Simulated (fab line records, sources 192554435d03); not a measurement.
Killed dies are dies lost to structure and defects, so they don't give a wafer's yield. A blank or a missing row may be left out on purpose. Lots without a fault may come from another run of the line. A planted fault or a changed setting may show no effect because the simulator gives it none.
Split-lot experiment | flow n5_finfet | 7 lots, 21 wafers read, on a route of 1938 steps

THE SPLIT
At N5_MOL_CONTACT_COAG_COAT_63 (time 60 s, resist thk 10 nm), the setting spin_rpm was moved away from the recipe's 1500 rpm on 5 of the 21 wafers read, by -7.0% to +10.7%. The other wafers ran this setting at the recipe's value.

FROM THE SPLIT TO THE READING: what the file shows between them, 7 steps
- N5_MOL_CONTACT_COAG_EXPOSE_37: exposes mask VD, defocus 0 nm (also split here: dose_mj)
- N5_MOL_CONTACT_COAG_PEB_38: peb time 60 s
- N5_MOL_CONTACT_COAG_DEVELOP_39: develop time 30 s
- N5_MOL_CONTACT_COAG_DESCUM_45: chemistry O2, time 7 s
- N5_MOL_CONTACT_COAG_ETCH_65: etches underlayer in N2/H2, target depth 13 nm, time 10.4 s
- N5_MOL_CONTACT_COAG_ETCH_66: etches SiARC in CF4, target depth 13 nm, time 21.7 s
- N5_MOL_CONTACT_COAG_ALD_133: deposits SiO2, target thk 5 nm, pulse time 1 s, co reactant pulse time 1 s

THE READING
CAR-EUV_of_MOL_CONTACT_COAG_COAT_34.thk_nm (the simulator's own value, which no gauge read), in nm, at N5_MOL_CONTACT_COAG_ETCHBACK_134 (etches SiO2 in CHF3, target depth 10 nm, time 6.7 s). The file gives no usual value for it. The 16 wafers here that ran the recipe average 15.5 nm, standard deviation 0.19 nm.

wafer  | tool, chamber at the split | spin_rpm as run, rpm | against the recipe | CAR-EUV_of_MOL_CONTACT_COAG_COAT_34.thk_nm, nm | against lot-mates on the recipe
L075.1 | litho_track-01, 0          | 1500                 | recipe             | 15.2                                           | -
L075.4 | litho_track-01, 0          | 1500                 | recipe             | 15.2                                           | -
L075.3 | litho_track-01, 0          | 1640                 | +9.3%              | 15.8                                           | +0.6
L081.1 | litho_track-02, 0          | 1500                 | recipe             | 15.4                                           | -
L081.2 | litho_track-02, 0          | 1500                 | recipe             | 15.6                                           | -
L081.6 | litho_track-02, 0          | 1444                 | -3.7%              | 15.4                                           | -0.1
L086.3 | litho_track-01, 0          | 1500                 | recipe             | 15.6                                           | -
L086.6 | litho_track-01, 0          | 1500                 | recipe             | 15.6                                           | -
L086.5 | litho_track-01, 0          | 1500                 | recipe             | 15.8                                           | -
L090.1 | litho_track-05, 0          | 1500                 | recipe             | 15.4                                           | -
L090.3 | litho_track-05, 0          | 1660                 | +10.7%             | 15.8                                           | +0.4
L090.6 | litho_track-05, 0          | 1660                 | +10.7%             | 15.8                                           | +0.4
L094.1 | litho_track-01, 0          | 1500                 | recipe             | 15.8                                           | -
L094.3 | litho_track-01, 0          | 1500                 | recipe             | 15.6                                           | -
L094.5 | litho_track-01, 0          | 1500                 | recipe             | 15.6                                           | -
L095.1 | litho_track-05, 0          | 1500                 | recipe             | 15.4                                           | -
L095.2 | litho_track-05, 0          | 1500                 | recipe             | 15.4                                           | -
L095.4 | litho_track-05, 0          | 1500                 | recipe             | 15.6                                           | -
L097.3 | litho_track-02, 0          | 1500                 | recipe             | 15.4                                           | -
L097.4 | litho_track-02, 0          | 1500                 | recipe             | 15.2                                           | -
L097.6 | litho_track-02, 0          | 1395                 | -7.0%              | 14.8                                           | -0.5

THE FIT
A straight line over all 21 wafers: CAR-EUV_of_MOL_CONTACT_COAG_COAT_34.thk_nm changes by +0.0406 nm for each +1% of spin_rpm; r = +0.67; the points scatter about the line by 0.2 nm.
The same after taking each lot's own level away (the mean of its wafers on the recipe; 21 wafers): +0.0481 nm for each +1%; r = +0.90; scatter 0.1 nm.
On that fit, the largest move of spin_rpm shifts the reading by 0.51 nm.
The lots' own levels span 15.20 to 15.67 nm, that is 2.5 times the standard deviation above.
So the lot-to-lot level blurs the effect unless lot-mates are compared.
Check: with one of the wafers moved furthest among these (+10.7%) left out of the fit, the line predicts +0.553 nm for it against its lot-mates. It came out at +0.4 nm against them.

OTHER SPLITS ON THESE WAFERS
These wafers also went through other splits before the reading. Each is held against what the fit with the lots' levels taken away leaves over:
other split on the same wafers        | wafers away from the commonest value | r with CAR-EUV_of_MOL_CONTACT_COAG_COAT_34.thk_nm (lot level and that fit taken away)
N5_HKMG_FIN_ETCH_35 time_s            | 5                                    | +0.03
N5_HKMG_FIN_COAT_66 spin_rpm          | 6                                    | -0.23
N5_GATE_CUT_ETCH_56 icp_w             | 7                                    | +0.11
N5_MOL_CONTACT_COAG_ETCH_15 source_w  | 4                                    | +0.44
N5_MOL_CONTACT_COAG_EXPOSE_37 dose_mj | 6                                    | -0.14

THE WHOLE CHAIN: every reading that the file lists as answering this split, in the file's order
step                             | what it does                                         | reading                                                                                     | change (the file's fit)                | r (the file's)
N5_MOL_CONTACT_COAG_COAT_63      | time 60 s, resist thk 10 nm                          | SiARC_of_MOL_CONTACT_COAG_COAT_63.thk_nm (the simulator's own value, which no gauge read)   | -0.0554 nm for each +1% of the setting | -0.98
N5_MOL_CONTACT_COAG_ETCH_66      | etches SiARC in CF4, target depth 13 nm, time 21.7 s | etch.depth_nm (the simulator's own value, which no gauge read)                              | -0.0473 nm for each +1% of the setting | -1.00
N5_MOL_CONTACT_COAG_ETCH_66      | etches SiARC in CF4, target depth 13 nm, time 21.7 s | CAR-EUV_of_MOL_CONTACT_COAG_COAT_34.thk_nm (the simulator's own value, which no gauge read) | +0.0473 nm for each +1% of the setting | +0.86
N5_MOL_CONTACT_COAG_ETCHBACK_134 | etches SiO2 in CHF3, target depth 10 nm, time 6.7 s  | CAR-EUV_of_MOL_CONTACT_COAG_COAT_34.thk_nm (the simulator's own value, which no gauge read) | +0.0521 nm for each +1% of the setting | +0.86

THE FILE'S OWN FIT
CAR-EUV_of_MOL_CONTACT_COAG_COAT_34.thk_nm changes by +0.0521 nm for each +1% of spin_rpm, r = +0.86.
